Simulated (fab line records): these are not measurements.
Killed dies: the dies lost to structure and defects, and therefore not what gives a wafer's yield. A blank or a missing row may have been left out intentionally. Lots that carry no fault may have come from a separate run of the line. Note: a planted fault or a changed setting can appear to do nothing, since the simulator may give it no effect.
8D (eight disciplines) problem report, filled in by code    flow n5_finfet    the parts of the form that need people (team, actions taken, sign-off) are left out

== 1. PROBLEM STATEMENT ==
Wafers without a fault read 1499.9 rpm, standard deviation 0.92; spin_speed_rpm at N5_BEOL_M4_COAT_62 reads a mean of 1655.5 rpm on 6 wafers belonging to 2 lots. So: +99 or more standard deviations from the usual mean.
The step: time 60 s, resist thk 12 nm.
Seen first at day 13 11:54 on litho_track-05, wafer L626.2. The record has a number at this step for 27 wafers belonging to 9 lots. Rule for "out" (also "out of limits"): further than 4 standard deviations from the usual mean. The other wafers with a number count as sound.

== 2. WHAT IT IS; WHAT IT IS NOT ==
question                     is                      is not
which readings at this step  spin_speed_rpm          -
which lots                   L626, L630              L611, L614, L615, L619, L620, L622, L634
which wafers of those lots   all that have a number  -
read on which tools          litho_track-05          litho_track-02, litho_track-03
when                         from day 13 11:54       up to then (18 sound wafers); but 3 sound wafers of L634 came after

== 3. WHAT RULES OUT EACH SUSPECT ==
Counting: a tool at any process step up to the reading remains a suspect when it ran all the lots that are out and ran no sound lot after the first of those.
- pvd_sputter-02 at N5_BEOL_M3_SPUTTER_94 (material Cu, target thk 4.5 nm, time 8.29 s): kept. It processed each lot that is out, first L626 at day 13 08:23, and no sound lot thereafter; up to then, the last sound lot it processed was L622 at day 11 08:31.
- pvd_sputter-02 at N5_BEOL_M3_SPUTTER_96 (material Cu, target thk 4.5 nm, time 8.29 s): kept. It processed each lot that is out, first L626 at day 13 08:37, and no sound lot thereafter; up to then, the last sound lot it processed was L622 at day 11 08:44.
- pecvd-01 at N5_BEOL_M4_PECVD_72 (deposits SiO2 from TEOS/O2, target thk 16 nm, time 18 s): ruled out as a lasting fault. Sound lots L634 ran on it after its first lot that is out, L626 (day 13 10:01).
- litho_track-05 at N5_BEOL_M4_COAT_62 (time 60 s, resist thk 12 nm): kept. It processed each lot that is out, first L626 at day 13 11:54, and no sound lot thereafter; up to then, the last sound lot it processed was L622 at day 11 11:47. Out on those wafers are its own readings of spin_speed_rpm.
pvd_sputter-02 at N5_BEOL_M3_SPUTTER_94, pvd_sputter-02 at N5_BEOL_M3_SPUTTER_96 and litho_track-05 at N5_BEOL_M4_COAT_62 are what is left after counting.

== 4. THE CAUSE (what the simulator had put in) ==
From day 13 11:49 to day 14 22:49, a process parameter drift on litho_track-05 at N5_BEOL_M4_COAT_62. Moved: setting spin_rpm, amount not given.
Of the 3 suspects that counting leaves, this tool is one.

== 5. SEQUENCE OF EFFECTS, ordered by route ==
Rows list readings where the struck wafers' mean (over those with a number) sits beyond 3 standard deviations from the usual. Readings are gone through only where the record gives a usual standard deviation; hours: the median, over the lots, of the time from a lot's start at the first step in this table giving one to that lot's start at this step; sigmas: the change measured in usual standard deviations.
hours  step                reading            usual       on struck wafers  change  sigmas
0      N5_BEOL_M4_COAT_62  spin_speed_rpm     1499.9 rpm  1655.5            +155.6  +99 or more
1      N5_BEOL_M4_ETCH_63  etch_rf_on_time_s  25.96 s     24.67             -1.29   -4.4
The process steps in it:
- N5_BEOL_M4_COAT_62: time 60 s, resist thk 12 nm.
- N5_BEOL_M4_ETCH_63: etches SiARC in CF4, target depth 15.6 nm, time 26 s.
Later steps that measure or inspect, where all struck wafers having a row at the step show a number for every such reading and not one has moved that far: N5_BEOL_M4_RC_MEAS_101.

== 6. WHAT WOULD HAVE CAUGHT IT SOONER ==
First out-of-limits reading in this record: day 13 11:54, which is 0 hours after fault onset at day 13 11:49.
